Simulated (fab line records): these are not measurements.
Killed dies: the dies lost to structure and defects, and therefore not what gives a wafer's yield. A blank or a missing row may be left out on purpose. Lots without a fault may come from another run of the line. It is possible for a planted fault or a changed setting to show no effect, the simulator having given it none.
The same fault as seen by 2 desks + flow n5_finfet + only its own numbers are on each desk; what lay behind them is given at the end

== THE METROLOGY DESK ==
Means of the sampled wafers that have a number, per lot and without regard to the tool the lot ran on: this is what the gauges read. A lot is out of limits, marked OUT, if its mean lies more than 4 standard deviations from the usual mean; the brackets give that distance. Shown here are 7 of its 12 readings, the ones lying furthest out on some lot.
Columns: A = DIBL_N at N5_BEOL_M4_RC_MEAS_101, usual 36.1 mV/V; B = DIBL_P at N5_BEOL_M4_RC_MEAS_101, usual 35.8 mV/V; C = IOFF_N at N5_BEOL_M4_RC_MEAS_101, usual 0.16 nA/um; D = IOFF_P at N5_BEOL_M4_RC_MEAS_101, usual 0.21 nA/um; E = ION_P at N5_BEOL_M4_RC_MEAS_101, usual 461 uA/um; F = VT_N at N5_BEOL_M4_RC_MEAS_101, usual 250 mV; G = VT_P at N5_BEOL_M4_RC_MEAS_101, usual -250 mV
| lot  | first seen here | A    | B    | C    | D    | E   | F   | G    |
|------|-----------------|------|------|------|------|-----|-----|------|
| L605 | day 4 05:59     | 36.3 | 35.9 | 0.17 | 0.21 | 462 | 248 | -252 |
| L606 | day 4 08:37     | 36.7 | 37.1 | 0.17 | 0.22 | 461 | 248 | -249 |
| L607 | day 4 13:32     | 35.0 | 34.3 | 0.12 | 0.17 | 457 | 253 | -254 |
| L610 | day 5 07:13     | 38.6 | 39.0 | 0.19 | 0.25 | 465 | 249 | -246 |
| L616 | day 7 01:17     | 35.2 | 35.9 | 0.16 | 0.21 | 471 | 248 | -251 |
| L617 | day 7 04:58     | 35.5 | 34.3 | 0.14 | 0.19 | 456 | 251 | -249 |
| L620 | day 7 20:58     | 34.1 | 34.6 | 0.13 | 0.19 | 459 | 252 | -251 |
| L625 | day 9 01:55     | 36.4 | 36.0 | 0.17 | 0.24 | 468 | 250 | -247 |
| L626 | day 9 08:20     | 37.4 | 36.9 | 0.19 | 0.25 | 465 | 247 | -247 |
| L627 | day 9 16:39     | 37.0 | 35.8 | 0.18 | 0.25 | 470 | 246 | -245 |
Finding of this desk: none of the 10 lots has anything out of limits.

== FOR THE TOOL OWNER'S DESK: rie_diel-02 ==
The tool's own readings at N5_HKMG_FIN_STRIP_90 (strips SOC in N2/H2, time 20 s): means of the sampled wafers that have a number, for each lot that ran on this tool. A lot is out of limits, marked OUT, if its mean lies more than 4 standard deviations from the usual mean; the brackets give that distance.
Columns: A = bias_power_w at N5_HKMG_FIN_STRIP_90, usual 7.999 W; B = drypump_motor_current_A at N5_HKMG_FIN_STRIP_90, usual 5.8 A; C = oes_product_au at N5_HKMG_FIN_STRIP_90, usual 0.78 a.u.; D = power_w at N5_HKMG_FIN_STRIP_90, usual 500.0 W; E = rf_vpp_V at N5_HKMG_FIN_STRIP_90, usual 54.3 V; F = showerhead_plenum_p_Torr at N5_HKMG_FIN_STRIP_90, usual 3.38 Torr; G = throttle_valve_pct at N5_HKMG_FIN_STRIP_90, usual 18.94 %
| lot  | first seen here | A     | B   | C    | D                       | E    | F    | G     |
|------|-----------------|-------|-----|------|-------------------------|------|------|-------|
| L605 | day 4 09:46     | 8.005 | 5.9 | 0.77 | 500.2                   | 54.0 | 3.40 | 18.88 |
| L610 | day 5 10:38     | 8.013 | 5.9 | 0.76 | 497.7                   | 55.2 | 3.39 | 18.92 |
| L625 | day 9 05:37     | 7.987 | 6.0 | 0.78 | 500.0                   | 53.8 | 3.41 | 18.90 |
| L626 | day 9 11:44     | 7.983 | 6.0 | 0.63 | 287.9 (-99 or more) OUT | 54.8 | 3.39 | 18.61 |
| L627 | day 9 20:15     | 7.985 | 6.5 | 0.58 | 288.3 (-99 or more) OUT | 54.2 | 3.45 | 19.17 |
Finding of this desk: L626, L627 out of limits; the first was L626 at day 9 11:44, on power_w at N5_HKMG_FIN_STRIP_90. Within limits: L605, L610, L625.

== TAKEN TOGETHER ==
An alarm could have come from the tool owner's desk at day 9 11:44, on L626, L627.
Metrology desk: nothing out of limits seen.
The metrology desk has L626, L627 on record, within its limits.
N5_HKMG_FIN_STRIP_90 was run on rie_diel-02 by each of the lots named.

== WHAT THE SIMULATOR HAD INSERTED ==
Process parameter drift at N5_HKMG_FIN_STRIP_90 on rie_diel-02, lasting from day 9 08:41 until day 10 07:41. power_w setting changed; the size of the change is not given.
Lots struck among those shown: L626, L627.
Time in hours from fault onset to the first out-of-limits reading at each desk: the tool owner's desk, 3.
